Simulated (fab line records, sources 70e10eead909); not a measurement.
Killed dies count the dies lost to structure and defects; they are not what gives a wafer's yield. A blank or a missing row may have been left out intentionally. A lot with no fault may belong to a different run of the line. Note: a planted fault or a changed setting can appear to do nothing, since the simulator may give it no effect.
fab line records	flow nandHarc
record lots=13	wafers=39	lastDay=24
route steps=1159 shown A_CONTACT@950 A_BONDPAD@1082 HYBRID_BOND@1099 THIN_TSV@1148 END@1159
lots with no fault: from the same line, run without faults
startH: the number of hours between the record's first day and the start of the first shown wafer of the lot	waitH: hours from the lot's prior step to this one	" identical to the entry in the row above	L1.1+2: a row that stands for several wafers	- value missing, or start not given	* or withheld: withheld	< > ~ a bound
route shown NAME@n: a module of which the file shows steps, and the number in the route of the first	usual: average and standard deviation across the fault-free wafers	same: alike in all rows	chamber/n: place in a boat	sites: the reading at each site	_std_site: standard deviation of those values	_edge_site: mean of outer sites minus mean of inner sites	radiusMm: how far each site lies from the wafer's centre	mask NAME#n: copy n	behind: the last tool/chamber to shape the wafer	hold: reason for holding the lot/hours on hold/outcome of the hold	device: the transistor (n, p or np) that didn't switch	end of line: tests of these same wafers at the route's end	a step with no rows: only its recipe	killed: dies lost to structure and defects at the first sort, not the wafer's yield	map: shows each die of a wafer: x if killed, . if not, _ if none is there
set.NAME: the setting as run; set.NAME@STEP: as run at that earlier step	model.NAME: the simulator's own value behind a step, which no gauge read
the route's steps for a sample of lots (tables are steps, rows are wafers)
services: the hour from which a tool's chamber was out of use, counted from the record's first day as startH (under 0 if before that day), plus the number of hours and why
## steps
# step NHARC_A_CONTACT_ETCH_98
# recipe targetDepthA=200	overEtchFrac=0.5	timeS=10	ionEnergyEv=250	c4f6FlowSccm=25	o2FlowSccm=20	arFlowSccm=500	rfW=600	biasW=500	chemistry=C4F6/O2
# usual biasW=500.0/1.5	drypumpMotorCurrentA=5.5/0.33	oesProductAu=0.964/0.021	rfVppV=545/4.1	showerheadPlenumPTorr=3.83/0.18	throttleValvePct=26.903/0.0093
lot.wafer	tool	chamber	startH	waitH	biasW	drypumpMotorCurrentA	oesProductAu	rfHoursCounterH	rfVppV	showerheadPlenumPTorr	throttleValvePct
L257.3	rieDiel-11	1	388.96	0.1	498.5	5.7	0.994	3	540	3.65	26.904
L257.4	"	0	"	"	501.9	5.2	0.995	-	551	4.04	26.911
L257.6	"	1	"	"	499.7	5.6	1.001	-	541	3.65	26.906
L258.4	rieDiel-11	0	395.13	-	496.0	5.2	0.957	4	549	4.04	26.885
L258.1	"	1	"	"	500.1	5.7	0.956	4	541	3.65	26.893
L258.6	"	0	"	"	496.5	5.2	0.954	-	550	4.04	26.903
L261.2	rieDiel-11	0	397.34	-	503.0	5.2	0.992	4	550	4.04	26.900
L261.6	"	2	"	"	500.0	5.9	0.987	-	541	3.68	26.915
L261.5	"	3	"	"	501.6	5.2	0.999	-	542	3.66	26.918
L259.2	rieDiel-11	2	398.72	-	499.6	5.9	0.990	5	542	3.68	26.908
L259.3	"	0	"	"	500.8	5.2	1.002	4	548	4.04	26.907
L259.6	"	3	"	"	500.8	5.2	0.938	-	541	3.66	26.913
L263.2	rieDiel-11	0	435.42	-	499.4	5.2	0.962	9	548	4.04	26.913
L263.3	"	3	"	"	500.2	5.2	0.942	8	540	3.66	26.902
L263.5	"	0	"	"	497.9	5.2	0.959	-	549	4.04	26.914
L264.2	rieDiel-11	2	436.57	-	498.4	5.9	0.957	10	540	3.68	26.912
L264.1	"	0	"	"	498.6	5.2	0.950	9	550	4.04	26.908
L264.5	"	3	"	"	498.5	5.2	0.947	-	541	3.66	26.908
L265.1	rieDiel-10	3	443.80	-	499.1	5.5	0.982	29	546	3.96	26.898
L265.2	"	1	"	"	499.0	5.4	0.969	35	550	4.04	26.902
L265.4	"	2	"	"	500.6	5.7	0.975	30	541	3.66	26.927
L262.3	rieDiel-10	1	445.46	-	501.3	5.4	0.982	36	549	4.04	26.902
L262.4	"	3	"	"	499.1	5.4	0.978	30	548	3.96	26.911
L262.6	"	0	"	"	499.4	5.4	0.984	-	547	3.93	26.895
L268.1	rieDiel-11	2	478.78	-	499.4	5.9	0.929	20	542	3.67	26.892
L268.2	"	3	"	"	497.9	5.2	0.933	19	540	3.65	26.893
L268.5	"	0	"	"	499.9	5.2	0.957	-	549	4.03	26.911
L274.3	rieDiel-11	3	484.33	-	498.7	5.2	0.949	19	541	3.65	26.920
L274.2	"	1	"	"	500.6	5.7	0.962	20	541	3.64	26.901
L274.6	"	3	"	"	499.0	5.2	0.958	-	539	3.65	26.891
L271.4	rieDiel-10	2	487.74	-	500.7	5.7	0.939	43	540	3.65	26.884
L271.3	"	0	"	"	500.5	5.3	0.968	46	547	3.92	26.904
L271.6	"	3	"	"	499.8	5.4	0.942	-	547	3.95	26.907
L272.4	rieDiel-09	3	494.72	-	497.4	5.4	0.961	19	546	3.93	26.908
L272.6	"	0	"	"	500.8	5.4	0.970	-	551	4.18	26.914
L272.5	"	1	"	"	497.6	5.0	0.944	-	543	3.73	26.903
L277.1	rieDiel-09	1	521.61	-	500.2	5.0	0.970	26	543	3.72	26.900
L277.2	"	2	"	"	499.4	6.4	0.975	25	548	3.99	26.897
L277.4	"	3	"	"	501.6	5.4	0.974	26	546	3.92	26.914
# step NHARC_A_BONDPAD_DEGAS_25
# recipe tempC=300	timeS=60
# usual heaterPowerW=491/50
lot.wafer	tool	chamber	startH	waitH	heaterPowerW
L257.3	pvdSputter-02	-	412.41	-	521
L257.4	"	-	"	"	504
L257.6	"	-	"	"	511
L258.1	pvdSputter-01	-	412.78	-	520
L258.4	"	-	"	"	445
L258.6	"	-	"	"	445
L261.2	pvdSputter-01	-	414.86	-	513
L261.6	"	-	"	"	443
L261.5	"	-	"	"	457
L259.2	pvdSputter-02	-	422.80	-	499
L259.3	"	-	"	"	549
L259.6	"	-	"	"	508
L263.3	pvdSputter-01	-	456.00	-	500
L263.2	"	-	"	"	457
L263.5	"	-	"	"	487
L264.1	pvdSputter-02	-	456.46	-	542
L264.2	"	-	"	"	521
L264.5	"	-	"	"	513
L265.4	pvdSputter-02	-	463.25	-	548
L265.1	"	-	"	"	514
L265.2	"	-	"	"	515
L262.3	pvdSputter-01	-	463.52	-	448
L262.4	"	-	"	"	484
L262.6	"	-	"	"	505
L268.1	pvdSputter-03	-	503.96	-	497
L268.2	"	-	"	"	624
L268.5	"	-	"	"	493
L274.3	pvdSputter-02	-	504.97	-	527
L274.2	"	-	"	"	402
L274.6	"	-	"	"	527
L271.4	pvdSputter-02	-	511.05	-	501
L271.3	"	-	"	"	549
L271.6	"	-	"	"	514
L272.4	pvdSputter-02	-	519.89	-	530
L272.6	"	-	"	"	398
L272.5	"	-	"	"	541
L277.1	pvdSputter-02	-	544.03	-	523
L277.2	"	-	"	"	408
L277.4	"	-	"	"	548
# step NHARC_HYBRID_BOND_OVL_MEAS_05
# usual overlayXNm=-2/29	overlayYNm=-2/32
lot.wafer	tool	chamber	startH	waitH	overlayXNm	overlayYNm
L257.3	overlay-02	-	429.96	0.4	-25	-33
L257.4	"	-	"	"	-22	-10
L257.6	"	-	"	"	65	19
L258.1	overlay-01	-	429.97	0.4	-38	-10
L258.4	"	-	"	"	-33	12
L258.6	"	-	"	"	-23	-25
L261.2	overlay-02	-	429.98	0.4	-11	2
L261.5	"	-	"	"	28	-18
L261.6	"	-	"	"	-3	11
L259.2	overlay-01	-	436.71	0.4	27	-8
L259.3	"	-	"	"	15	-26
L259.6	"	-	"	"	-18	-53
L264.1	overlay-02	-	467.37	0.4	-10	40
L264.2	"	-	"	"	13	-31
L264.5	"	-	"	"	11	-21
L263.2	overlay-01	-	467.37	0.4	0	2
L263.3	"	-	"	"	19	-8
L263.5	"	-	"	"	37	41
L262.3	overlay-02	-	478.01	0.4	17	28
L262.4	"	-	"	"	-2	19
L262.6	"	-	"	"	-9	-45
L265.1	overlay-01	-	478.03	0.4	20	-21
L265.2	"	-	"	"	-37	1
L265.4	"	-	"	"	-1	-11
L268.1	overlay-02	-	517.61	0.4	34	-11
L268.2	"	-	"	"	4	-18
L268.5	"	-	"	"	36	57
L274.2	overlay-01	-	517.61	0.4	-39	55
L274.3	"	-	"	"	47	30
L274.6	"	-	"	"	-21	6
L271.3	overlay-02	-	525.45	0.4	46	24
L271.4	"	-	"	"	-8	-22
L271.6	"	-	"	"	36	-44
L272.4	overlay-01	-	531.12	0.4	-20	-23
L272.5	"	-	"	"	21	8
L272.6	"	-	"	"	-22	-8
L277.1	overlay-02	-	557.70	0.4	-65	40
L277.2	"	-	"	"	-33	36
L277.4	"	-	"	"	9	7
# step NHARC_THIN_TSV_CD_MEAS_33
# recipe targetCdNm=5000	landingEnergyEv=500
# usual cdNm=5001.0/2.2
lot.wafer	tool	chamber	startH	waitH	cdNm
L257.3	cdSem-01	0	439.86	-	5001.4
L257.4	"	0	"	"	5002.4
L257.6	"	0	"	"	5000.6
L258.1	cdSem-03	0	441.48	-	5004.7
L258.4	"	0	"	"	5003.1
L258.6	"	0	"	"	5001.0
L261.2	cdSem-03	0	442.14	-	5004.1
L261.5	"	0	"	"	5002.5
L261.6	"	0	"	"	5004.5
L259.2	cdSem-02	0	446.49	-	4996.7
L259.3	"	0	"	"	5000.9
L259.6	"	0	"	"	5000.7
L263.2	cdSem-02	0	476.03	-	4998.5
L263.3	"	0	"	"	4999.8
L263.5	"	0	"	"	5001.6
L264.1	cdSem-03	0	477.75	-	5000.9
L264.2	"	0	"	"	5000.3
L264.5	"	0	"	"	4997.9
L262.3	cdSem-02	0	486.64	-	4997.6
L262.4	"	0	"	"	5001.9
L262.6	"	0	"	"	4999.0
L265.1	cdSem-02	0	488.84	-	4998.6
L265.2	"	0	"	"	5001.1
L265.4	"	0	"	"	5001.9
L268.1	cdSem-02	0	526.35	-	5002.3
L268.2	"	0	"	"	5002.2
L268.5	"	0	"	"	5002.1
L274.2	cdSem-02	0	527.91	-	5002.2
L274.3	"	0	"	"	4998.2
L274.6	"	0	"	"	4999.1
L271.3	cdSem-02	0	534.30	-	4999.7
L271.4	"	0	"	"	5003.8
L271.6	"	0	"	"	5004.8
L272.4	cdSem-02	0	541.41	-	5001.9
L272.5	"	0	"	"	5002.0
L272.6	"	0	"	"	5003.5
L277.1	cdSem-02	0	566.72	-	4999.4
L277.2	"	0	"	"	5003.1
L277.4	"	0	"	"	5001.0
# step NHARC_END_SORT_01
# recipe tempC=25
# usual killedAtArray=25/9.5	killedAtOther=0.8/1.2	killedAtPeriphery=3.4/2.2	killedDies=29/10	killedOpen=3.3/1.8	killedShort=2.1/1.4
# same grossDies=677
lot.wafer	tool	chamber	startH	waitH	killedAtArray	killedAtOther	killedAtPeriphery	killedDies	killedOpen	killedShort
L268.1	prober-02	0	535.34	2.5	88	2	6	96	7	3
L268.2	prober-02	0	536.14	2.8	102	5	2	109	1	3
L268.5	prober-02	0	538.57	3.7	110	1	10	121	2	2
L274.2	prober-01	0	536.12	2.8	45	0	4	49	3	1
L274.3	prober-01	0	536.91	3.1	111	2	4	117	3	3
L274.6	prober-01	0	539.29	4.0	113	2	2	117	3	1
# killed by level:class
L268.1 A_CONTACT:unspecified=77 P_CONTACT:geometricParticle:open=2 A_CONTACT:geometricParticle:open=2 A_STAIRCASE:chamberFilmFlake=2 THIN_TSV:chamberFilmFlake=2 P_M0:geometricParticle:open=1 A_CHANNEL_HOLE_D1:geometricParticle:open=1 A_CHANNEL_FILL_D1:geometricParticle:open=1
L274.2 A_CONTACT:unspecified=18 A_SLIT:chamberFilmFlake=9 A_CHANNEL_HOLE_D1:chamberFilmFlake=7 A_CONTACT:chamberFilmFlake=4 A_CONTACT:geometricParticle:open=2 P_GATE:chamberFilmFlake=2 A_ZERO_WELL:chamberFilmFlake=2 A_CHANNEL_FILL_D1:geometricParticle:open=1
L268.2 A_CONTACT:unspecified=79 A_SLIT:chamberFilmFlake=13 A_CHANNEL_HOLE_D1:chamberFilmFlake=4 THIN_TSV:chamberFilmFlake=3 A_WL_FILL:geometricParticle:short=1 A_WL_FILL:geometricParticle:open=1 A_M0:geometricParticle:short=1 STARTING-WAFER:geometricParticle:short=1
L274.3 A_CONTACT:unspecified=79 A_SLIT:chamberFilmFlake=15 A_CHANNEL_HOLE_D1:chamberFilmFlake=6 A_CONTACT:chamberFilmFlake=5 P_GATE:chamberFilmFlake=3 A_CONTACT:geometricParticle:open=2 THIN_TSV:chamberFilmFlake=2 A_SOURCE_PLATE:geometricParticle:open=1
L268.5 A_CONTACT:unspecified=92 A_SLIT:chamberFilmFlake=9 P_M1:chamberFilmFlake=4 A_CHANNEL_HOLE_D1:chamberFilmFlake=3 P_GATE:geometricParticle:short=2 P_M2:chamberFilmFlake=2 A_STAIRCASE:chamberFilmFlake=2 A_ONON_D1:geometricParticle:open=1
L274.6 A_CONTACT:unspecified=76 A_SLIT:chamberFilmFlake=18 A_CHANNEL_HOLE_D1:chamberFilmFlake=10 A_CONTACT:chamberFilmFlake=3 A_CONTACT:geometricParticle:open=2 P_GATE:chamberFilmFlake=2 A_M0:geometricParticle:open=1 STARTING-WAFER:geometricParticle:short=1
## services
tool	chamber	startH	hours	kind
rieDiel-11	-	366.50	9.0	pm
rieDiel-11	0	366.50	9.0	ventCycle
rieDiel-11	1	366.50	9.0	ventCycle
rieDiel-11	2	366.50	9.0	ventCycle
rieDiel-11	3	366.50	9.0	ventCycle
rieDiel-11	0	375.50	-	clean
rieDiel-11	1	375.50	-	clean
rieDiel-11	2	375.50	-	clean
rieDiel-11	3	375.50	-	clean
rieDiel-11	3	384.36	7.9	repair
pvdSputter-02	-	396.88	10.0	pm
pvdSputter-03	-	415.59	1.0	repair
rieDiel-10	-	424.08	0.6	repair
rieDiel-09	-	431.17	9.0	pm
rieDiel-09	2	454.39	10.1	repair
pvdSputter-03	-	458.01	10.0	pm
rieDiel-10	3	470.73	5.4	repair
rieDiel-09	1	500.51	1.6	repair
pvdSputter-01	-	514.02	10.0	pm
rieDiel-11	3	516.17	7.5	repair
rieDiel-10	2	528.46	21.5	repair
rieDiel-10	-	530.63	9.0	pm
rieDiel-09	1	533.14	6.1	repair
rieDiel-11	-	543.50	9.0	pm
## key
firstSign step=NHARC_END_SORT_01	reading=killedAtArray	direction=up	sigmas=7.3	usual=25	struck=95	wafersMoved=5
effect step=NHARC_END_SORT_01	reading=killedDies	direction=up	sigmas=7.1	usual=29	struck=102	wafersMoved=5
moreKillsBornAt NHARC_A_CONTACT_ETCH_98@rieDiel-11=421
metAt NHARC_A_CONTACT_ETCH_98
struckLots L268,L274
testerLeftOut L268,L274
notActingAt NHARC_A_BONDPAD_DEGAS_25,NHARC_HYBRID_BOND_OVL_MEAS_05,NHARC_THIN_TSV_CD_MEAS_33
onsetBetween 436.57 478.78
fault kind=chamberParticleSource	tool=rieDiel-11	chamber=-	onsetH=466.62	steps=NHARC_A_CONTACT_ETCH_98	ratePerVisitCm2=1.3577	endH=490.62
# testerLeftOut: of these lots the tester's yield and bins aren't shown, on N5 and GAA mostly nor the transistor test; their killed dies are dies lost to structure and defects alone, not to doping, threshold or leakage, so they don't give the yield
